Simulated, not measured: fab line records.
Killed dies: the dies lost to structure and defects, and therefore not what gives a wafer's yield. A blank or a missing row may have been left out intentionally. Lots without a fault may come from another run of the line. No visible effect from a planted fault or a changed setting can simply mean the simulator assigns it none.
Struck lot and sound lot, side by side / flow n5_finfet / 17 out of 1938 route steps
Sound: wafers L579.3, L579.4, L579.6. Wafers L595.1, L595.3, L595.4 were the ones struck. The cause is named last.
Each step with rows lists, per side, the tool, then ch with its chambers, then its first start. Under that, the readings that differ: sound wafers / struck wafers / difference of the means / sigmas: that difference in standard deviations of wafers without a fault.
alike: a reading whose means differ by less than 2 such deviations, as well as words and numbers matching on both sides. not compared: withheld readings; readings where some wafer has no value; bounds like >300 that might hide an equal value; numbers whose values overlap and for which the record gives no deviation.
The two part at a step that has a row with sigmas, a row that says differs or no value, or rows on one side only. Numbers that have no deviation but don't overlap get no sigmas and don't part them. A reading missing from all wafers of one side parts the sides only when that side holds two or more wafers.

first, 11 steps without rows for these wafers: N5_MOL_CONTACT_COAG_VIA_ETCH_117 (etches SiO2 in C4F6/O2, target depth 40 nm, overetch 8 nm, time 26 s); N5_MOL_CONTACT_COAG_ETCH_124 (etches SiNx in CH3F/O2, stops on SiOC, target depth 6.5 nm); N5_MOL_CONTACT_COAG_ETCH_48 (etches SiOC in C4F6/O2, target depth 15 nm, overetch 4.5 nm, time 17 s); N5_MOL_CONTACT_COAG_STRIP_72 (strips in N2/H2); N5_MOL_CONTACT_COAG_STRIP_49 (strips in N2/H2, time 30 s); N5_MOL_CONTACT_COAG_PRECLEAN_138 (cleans in alkaline clean, time 60 s); N5_MOL_CONTACT_COAG_SRD_139 (time 30 s); N5_MOL_CONTACT_COAG_PRE_CLEAN_121; N5_MOL_CONTACT_COAG_CVD_140 (deposits W, target thk 66.5 nm, time 215 s); N5_MOL_CONTACT_COAG_PRECLEAN_127 (cleans in DIW, time 57.5 s); N5_MOL_CONTACT_COAG_SRD_128 (dry time 32 s).
N5_MOL_CONTACT_COAG_CMP_52: polishes, stops on SiO2, t overpolish 1.5 s, target thk 66.5 nm.
  sound on cmp-03 ch 1,2, day 5 18:59; struck on cmp-03 ch 0,1,3, day 9 17:51
  no value came back on the struck wafers for any of 5 readings (edge_zone_pressure_frac, head_pressure_psi (psi) and others); on the sound wafers edge_zone_pressure_frac reads 0.992 1.005 0.997
N5_MOL_CONTACT_COAG_THK_MEAS_53:
  sound: film_metro-02 at day 5 19:17; struck: film_metro-01 at day 9 18:08
reading=VIA_MOL_THK (nm); sound=44.1 45.4 44.6; struck=- - -; difference=no value on the struck wafers; sigmas=
then, 1 step without rows for these wafers: N5_MOL_CONTACT_COAG_ANNEAL_112 (time 1800 s).
N5_MOL_CONTACT_COAG_INSPECT_97: inspects for defects (darkfield).
  sound: defect_inspect-01 at day 5 22:22; struck: defect_inspect-01 at day 9 21:13
reading=raw_defect_count; sound=43 99 58; struck=1280 1268 1254; difference=+1201; sigmas=+86
N5_BEOL_M4_RC_MEAS_101:
  the record has rows for the sound wafers here (prober-02 ch 0, day 9 04:18) and none for the struck ones
-- the record jumps here: 7 days lie between the struck wafers' starts before and after (it left off in module BEOL_M4 and takes up again in module PASSIVATION, whose first step shown is number 1936 of the route) --
N5_PASSIVATION_PROBE_49:
  the record has rows for the struck wafers here (prober-01, day 17 08:09) and none for the sound ones

WHERE THEY PART
Last at N5_PASSIVATION_PROBE_49 as far as this record goes, first at N5_MOL_CONTACT_COAG_CMP_52.

WHY: what had been put in by the simulator
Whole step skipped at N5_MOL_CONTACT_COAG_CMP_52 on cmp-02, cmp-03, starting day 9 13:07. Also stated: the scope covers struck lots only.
